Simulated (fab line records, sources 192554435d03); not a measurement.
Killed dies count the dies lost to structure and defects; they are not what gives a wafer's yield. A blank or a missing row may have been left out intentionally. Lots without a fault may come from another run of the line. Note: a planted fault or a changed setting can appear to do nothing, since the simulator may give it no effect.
Matching of chambers + flow n5 finfet + N5_BEOL_M5_STRIP_36 on rie diel-03: 4 sister chambers
The step strips in N2/H2. 22 wafers are shown with their chamber, then 11 later ones without.

WAFERS WITH THEIR CHAMBER
| wafer  | chamber | drypump motor current A (A) | throttle valve pct (%) | showerhead plenum p Torr (Torr) |
|--------|---------|-----------------------------|------------------------|---------------------------------|
| L075.1 | 0       | 5.7                         | 23.07                  | 2.49                            |
| L075.4 | 1       | 6.6                         | 23.59                  | 2.62                            |
| L075.5 | 1       | 6.6                         | 23.58                  | 2.62                            |
| L076.3 | 1       | 6.6                         | 23.58                  | 2.62                            |
| L076.5 | 2       | 6.4                         | 23.52                  | 2.71                            |
| L076.6 | 3       | 5.8                         | 23.49                  | 2.59                            |
| L081.3 | 0       | 5.7                         | 23.08                  | 2.49                            |
| L081.5 | 0       | 5.6                         | 23.07                  | 2.49                            |
| L081.6 | 3       | 5.8                         | 23.51                  | 2.58                            |
| L086.1 | 2       | 6.4                         | 23.54                  | 2.70                            |
| L086.5 | 2       | 6.4                         | 23.52                  | 2.70                            |
| L086.6 | 1       | 6.6                         | 23.60                  | 2.61                            |
| L089.1 | 0       | 5.7                         | 23.08                  | 2.48                            |
| L089.4 | 2       | 6.4                         | 23.54                  | 2.70                            |
| L089.6 | 3       | 5.7                         | 23.55                  | 2.58                            |
| L093.1 | 1       | 6.6                         | 23.59                  | 2.61                            |
| L093.5 | 3       | 5.8                         | 23.54                  | 2.57                            |
| L093.6 | 2       | 6.4                         | 23.57                  | 2.70                            |
| L092.2 | 1       | 6.6                         | 23.61                  | 2.61                            |
| L092.4 | 3       | 5.7                         | 23.54                  | 2.57                            |
| L092.5 | 3       | 5.7                         | 23.54                  | 2.57                            |
| L094.1 | 2       | 6.4                         | 23.55                  | 2.69                            |

SIGNATURES (means of the wafers above)
| reading                  | chamber 0 | chamber 1 | chamber 2 | chamber 3 | scatter within a chamber |
|--------------------------|-----------|-----------|-----------|-----------|--------------------------|
| drypump motor current A  | 5.675     | 6.600     | 6.400     | 5.750     | 0.0354                   |
| throttle valve pct       | 23.0750   | 23.5917   | 23.5400   | 23.5283   | 0.0171                   |
| showerhead plenum p Torr | 2.4875    | 2.6150    | 2.7000    | 2.5767    | 0.00649                  |
Rule: a wafer lies at a distance from a chamber equal to the root of the sum of squares, over the readings, of (its reading less the chamber's mean, divided by the reading's scatter). If the next closest chamber is less than 2 further off than the closest, the wafer can't be placed; otherwise it belongs to the closest. The scatter: the root of (the sum of the squares of (reading less its chamber's mean) over the shown wafers, divided by (wafers less chambers)).

WAFERS WITH NO CHAMBER GIVEN
| wafer  | drypump motor current A (A) | throttle valve pct (%) | showerhead plenum p Torr (Torr) |
|--------|-----------------------------|------------------------|---------------------------------|
| L094.3 | 5.7                         | 23.14                  | 2.48                            |
| L094.4 | 5.7                         | 23.55                  | 2.57                            |
| L095.2 | 5.8                         | 23.57                  | 2.57                            |
| L095.4 | 6.6                         | 23.65                  | 2.60                            |
| L095.5 | 6.4                         | 23.54                  | 2.69                            |
| L096.1 | 5.7                         | 23.10                  | 2.48                            |
| L096.3 | 6.6                         | 23.63                  | 2.60                            |
| L096.6 | 5.7                         | 23.11                  | 2.48                            |
| L097.3 | 5.7                         | 23.57                  | 2.57                            |
| L097.4 | 6.4                         | 23.55                  | 2.69                            |
| L097.6 | 6.4                         | 23.54                  | 2.69                            |

CHAMBER TAKEN BY EACH
| wafer  | from the rows above | in truth |
|--------|---------------------|----------|
| L094.3 | 0                   | 0        |
| L094.4 | 3                   | 3        |
| L095.2 | 3                   | 3        |
| L095.4 | 1                   | 1        |
| L095.5 | 2                   | 2        |
| L096.1 | 0                   | 0        |
| L096.3 | 1                   | 1        |
| L096.6 | 0                   | 0        |
| L097.3 | 3                   | 3        |
| L097.4 | 2                   | 2        |
| L097.6 | 2                   | 2        |
Placed correctly: 11 of 11. Left unplaced by these rows: 0. 0 placed wrongly.
